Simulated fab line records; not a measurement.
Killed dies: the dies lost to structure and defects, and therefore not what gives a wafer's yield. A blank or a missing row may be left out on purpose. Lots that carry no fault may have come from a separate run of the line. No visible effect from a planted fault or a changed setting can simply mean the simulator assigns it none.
A lot that was struck, set against a sound lot | flow n5_finfet | 37 out of 1938 route steps
Sound: the wafers L224.1, L224.3, L224.4. Struck: wafer L234.2. (L234.1 of the same lot was not struck and is left out.) The cause comes at the end.
Order at every step that has rows: each side's tool, ch and its chambers, its first start. Under that, the readings that differ: sound wafers | struck wafers | difference of the means | sigmas: that difference in standard deviations of wafers without a fault.
alike: words and numbers the same on both sides, and readings whose means are apart by under 2 such deviations; not compared: readings that were withheld, readings missing a value for some wafer, numbers with overlapping values and no deviation given by the record, and bounds like >300 which may hide the same value.
Wherever a step has rows on one side only, a row that says differs or no value, or a row with sigmas, the two part there. Numbers that have no deviation but don't overlap get no sigmas and don't part them. A reading that every wafer of one side lacks parts them only if that side has two wafers or more.

first, 9 steps without rows for these wafers: N5_BEOL_M11_ALD_74 (deposits TaN, target thk 2 nm, pulse time 2 s, purge time 3 s); N5_BEOL_M11_SURFACE_TREAT_76; N5_BEOL_M11_CVD_75 (deposits Co from CCTBA/H2, target thk 2 nm, time 138.9 s); N5_BEOL_M11_SPUTTER_48 (material Cu, target thk 12 nm, time 2 s); N5_BEOL_M11_ECD_50 (material Cu, target thk 318 nm); N5_BEOL_M11_ANNEAL_51 (time 90 s); N5_BEOL_M11_CMP_52 (polishes, stops on SiCOH lowk, t overpolish 7 s, target thk 140 nm); N5_BEOL_M11_PRE_CLEAN_55 (time 15 s); N5_BEOL_M11_DEP_56 (deposits SiCN from 3MS/NH3, target thk 30 nm, time 10.5 s).
N5_BEOL_M12_ILD_DEP_00: deposits SiOC from DEMS/O2, target thk 658.92 nm, time 130.7 s.
  sound on pecvd-03 ch 0,1, day 13 17:10; struck on pecvd-03 ch 1, day 16 15:45
  reading                                       | sound             | struck | difference | sigmas
  run_length_s (s)                              | 176.4 175.1 175.2 | 243.5  | +67.9      | +99 or more
  model.SiOC_of_BEOL_M12_ILD_DEP_00.thk_nm (nm) | 664 649.6 655.4   | 1000   | +344       |
  alike: heater_power_w, showerhead_plenum_p_Torr, throttle_valve_pct
N5_BEOL_M12_THK_MEAS_01:
  sound: film_metro-02 at day 13 17:18; struck: film_metro-02 at day 16 15:53
  reading          | sound       | struck | difference | sigmas
  M12_ILD_THK (nm) | 664 649 655 | 1001   | +345       | +43
then, 10 steps without rows for these wafers: N5_BEOL_M12_COAT_58 (time 60 s, resist thk 89 nm); N5_BEOL_M12_COAT_04 (resist thk 400 nm); N5_BEOL_M12_EBR_06; N5_BEOL_M12_SOFTBAKE_05 (time 60 s); N5_BEOL_M12_EXPOSE_07 (exposes mask V11); N5_BEOL_M12_PEB_08 (peb time 90 s); N5_BEOL_M12_DEVELOP_09 (develop time 45 s); N5_BEOL_M12_HARDBAKE_14 (time 120 s); N5_BEOL_M12_DESCUM_15 (chemistry O2, time 7.9 s); N5_BEOL_M12_ETCH_59 (etches BARC in N2/H2, target depth 89 nm, overetch 26.7 nm, time 67.9 s).
N5_BEOL_M12_VIA_ETCH_16: etches SiOC in C4F8/O2/Ar, target depth 724.8 nm.
  sound on rie_diel-04 ch 0,1,3, day 13 17:46; struck on rie_diel-01 ch 1, day 16 16:30
  reading                                    | sound             | struck | difference | sigmas
  oes_product_au (a.u.)                      | 0.72 0.73 0.74    | 0.86   | +0.13      | +2
  model.etch.depth_nm (nm)                   | 664.1 649.5 655.3 | 1000   | +344       |
  model.coat_of_BEOL_M12_COAT_04.thk_nm (nm) | 124.6 126.6 127.4 | 21.4   | -104.8     |
  alike: drypump_motor_current_A, rf_vpp_V, showerhead_plenum_p_Torr, throttle_valve_pct
N5_BEOL_M12_STRIP_63: strips in N2/H2.
  sound on plasma_asher-01 ch 0,1, day 13 17:58; struck on plasma_asher-01 ch 1, day 16 16:43
  reading                      | sound             | struck | difference | sigmas
  oes_product_au (a.u.)        | 0.695 0.693 0.697 | 0.574  | -0.121     | -28
  strip_time_to_endpoint_s (s) | 42.9 43.5 43.7    | 12.0   | -31.4      | -41
  alike: drypump_motor_current_A, heater_power_w, n2_flow_sccm
  not compared: rf_hours_counter_h
then, 12 steps without rows for these wafers: N5_BEOL_M12_STRIP_64 (strips in N2/H2); N5_BEOL_M12_STRIP_71 (strips in post etch residue remover, time 60 s); N5_BEOL_M12_SRD_72 (time 30 s, dry time 30 s); N5_BEOL_M12_COAT_65 (time 60 s, resist thk 300 nm); N5_BEOL_M12_COAT_66 (time 60 s, resist thk 110 nm); N5_BEOL_M12_COAT_22 (resist thk 300 nm); N5_BEOL_M12_EBR_24; N5_BEOL_M12_SOFTBAKE_23 (time 60 s); N5_BEOL_M12_EXPOSE_25 (exposes mask M12); N5_BEOL_M12_PEB_26 (peb time 90 s); N5_BEOL_M12_DEVELOP_27 (develop time 45 s); N5_BEOL_M12_HARDBAKE_32 (time 120 s).
N5_BEOL_M12_CMP_49: polishes, stops on SiOC, t overpolish 20.6 s, target thk 320 nm.
  sound on cmp-02 ch 0,2,3, day 13 20:45; struck on cmp-04 ch 2, day 17 00:43
  reading                                       | sound           | struck | difference | sigmas
  model.SiOC_of_BEOL_M12_ILD_DEP_00.thk_nm (nm) | 604.8 589 594.6 | 940.8  | +344.7     |
  alike: motor_current_A, slurry_flow_ml_min
after that, 1 step had no rows for these wafers: N5_PASSIVATION_PROBE_49.

== WHERE THEY PART ==
Last at N5_BEOL_M12_STRIP_63 as far as this record goes, first at N5_BEOL_M12_ILD_DEP_00. Later steps at which nothing parts them and some readings are alike: N5_BEOL_M12_CMP_49.

WHY: what had been put in by the simulator
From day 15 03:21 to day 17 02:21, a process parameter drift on pecvd-03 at N5_BEOL_M12_ILD_DEP_00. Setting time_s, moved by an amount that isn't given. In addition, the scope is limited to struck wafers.
